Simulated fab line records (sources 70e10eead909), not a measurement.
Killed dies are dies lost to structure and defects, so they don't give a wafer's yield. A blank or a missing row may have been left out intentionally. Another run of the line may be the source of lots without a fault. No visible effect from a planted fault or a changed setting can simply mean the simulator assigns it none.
Which tool was responsible? + flow nand harc + Sampling: 15 lots, 43 wafers, 3 of 1302 route steps

## WHAT THE GAUGES READ, wafer by wafer
NHARC_A_ONON_D1_THK_MEAS_08: measures by ellipsometry.
| lot  | measured     | on            | thk nm (nm)    |
|------|--------------|---------------|----------------|
| L651 | day 7 22:58  | film metro-01 | 1001 1000 1000 |
| L650 | day 7 22:59  | film metro-01 | 994 993 993    |
| L652 | day 8 13:01  | film metro-01 | 1001 1003 1001 |
| L653 | day 9 00:50  | film metro-02 | 1015 1014 1013 |
| L654 | day 9 12:40  | film metro-02 | 1003 1005 1004 |
| L655 | day 9 20:38  | film metro-01 | 988 987 988    |
| L656 | day 10 12:32 | film metro-02 | 998 1000 999   |
| L657 | day 10 19:18 | film metro-01 | 1011 1012 1013 |
| L658 | day 11 06:59 | film metro-02 | 1007 1007 1007 |
| L660 | day 12 05:04 | film metro-01 | 985 985 984    |
| L659 | day 12 05:05 | film metro-01 | 999 1001 1000  |
| L667 | day 14 21:45 | film metro-01 | 994 992        |
| L669 | day 15 22:44 | film metro-01 | 987 987 987    |
| L670 | day 16 05:28 | film metro-01 | 1004 1003      |
| L671 | day 16 15:05 | film metro-01 | 987 989 989    |

NHARC_A_ONON_D1_THK_MEAS_30: measures by ellipsometry.
| lot  | measured     | on            | thk nm (nm)    |
|------|--------------|---------------|----------------|
| L651 | day 8 10:12  | film metro-02 | 995 996 997    |
| L650 | day 8 10:12  | film metro-01 | 984 983 987    |
| L652 | day 9 00:29  | film metro-02 | 996 995 994    |
| L653 | day 9 12:23  | film metro-01 | 997 995 995    |
| L654 | day 9 23:42  | film metro-02 | 981 981 981    |
| L655 | day 10 07:50 | film metro-01 | 987 986 988    |
| L656 | day 11 00:16 | film metro-02 | 1026 1027 1023 |
| L657 | day 11 08:05 | film metro-01 | 1000 999 1000  |
| L658 | day 11 18:26 | film metro-01 | 996 995 997    |
| L660 | day 12 16:16 | film metro-02 | 999 998 998    |
| L659 | day 12 16:17 | film metro-01 | 1013 1013 1012 |
| L667 | day 15 11:50 | film metro-01 | 1041 997       |
| L669 | day 16 11:21 | film metro-02 | 1004 1048 1048 |
| L670 | day 16 16:38 | film metro-01 | 1049 1006      |
| L671 | day 17 04:04 | film metro-01 | 1010 1009 1009 |

## WHICH TOOL RAN EACH LOT (tool, then ch and the chambers of the sampled wafers, then the start)
| lot  | NHARC_A_ONON_D1_DEP_28           |
|------|----------------------------------|
| L651 | pecvd onon-02 ch 0, day 8 09:44  |
| L650 | pecvd onon-03 ch 0, day 8 09:45  |
| L652 | pecvd onon-03 ch 0, day 8 23:59  |
| L653 | pecvd onon-02 ch 0, day 9 11:52  |
| L654 | pecvd onon-02 ch 0, day 9 23:11  |
| L655 | pecvd onon-04 ch 0, day 10 07:19 |
| L656 | pecvd onon-04 ch 0, day 10 23:45 |
| L657 | pecvd onon-03 ch 0, day 11 07:38 |
| L658 | pecvd onon-02 ch 0, day 11 17:55 |
| L660 | pecvd onon-04 ch 0, day 12 15:46 |
| L659 | pecvd onon-03 ch 0, day 12 15:46 |
| L667 | pecvd onon-03 ch 0, day 15 11:29 |
| L669 | pecvd onon-03 ch 0, day 16 10:50 |
| L670 | pecvd onon-03 ch 0, day 16 16:15 |
| L671 | pecvd onon-04 ch 0, day 17 03:34 |
- NHARC_A_ONON_D1_DEP_28: target thk 1000 nm.

## AS READ BY THE TOOLS THEMSELVES (means over the sampled wafers that have a number; for cases with no such wafer, the mark the record gives instead)
NHARC_A_ONON_D1_DEP_28.
| lot  | tool          | sih4 flow sccm (sccm) |
|------|---------------|-----------------------|
| L651 | pecvd onon-02 | 209.3                 |
| L650 | pecvd onon-03 | 210.0                 |
| L652 | pecvd onon-03 | 209.5                 |
| L653 | pecvd onon-02 | 209.4                 |
| L654 | pecvd onon-02 | 210.5                 |
| L655 | pecvd onon-04 | 209.5                 |
| L656 | pecvd onon-04 | 210.8                 |
| L657 | pecvd onon-03 | 209.5                 |
| L658 | pecvd onon-02 | 209.4                 |
| L660 | pecvd onon-04 | 211.4                 |
| L659 | pecvd onon-03 | 210.7                 |
| L667 | pecvd onon-03 | 210.4                 |
| L669 | pecvd onon-03 | 210.0                 |
| L670 | pecvd onon-03 | 209.8                 |
| L671 | pecvd onon-04 | 210.1                 |

## THE ANSWER, worked out from the rows above alone
Rule: the lots themselves supply what counts as usual. The widest of any qualifying gaps counts: lots, ordered by their means at a reading, are off when they make up no more than a third of the lots, leave a main group of 4 or more, and stand apart from it by 3 or more times the standard deviation of that group's means. Not used: any main group whose means are identical at the precision the tables above print for the reading. Also off: a lot with no number at a reading for which 4 or more lots have one. Where the step has rows for the other lots, those lots are counted as sound. The gauges are gone through in route order, then the tools' own readings, and for those a lot's mean is taken as printed above. The first step at which some lot is off is used, and at that step the reading that is off furthest; a lot without a number counts as furthest.
Across all readings shown, no lot is off: no conclusion can be drawn from this.

## WHAT HAD BEEN PUT IN BY THE SIMULATOR
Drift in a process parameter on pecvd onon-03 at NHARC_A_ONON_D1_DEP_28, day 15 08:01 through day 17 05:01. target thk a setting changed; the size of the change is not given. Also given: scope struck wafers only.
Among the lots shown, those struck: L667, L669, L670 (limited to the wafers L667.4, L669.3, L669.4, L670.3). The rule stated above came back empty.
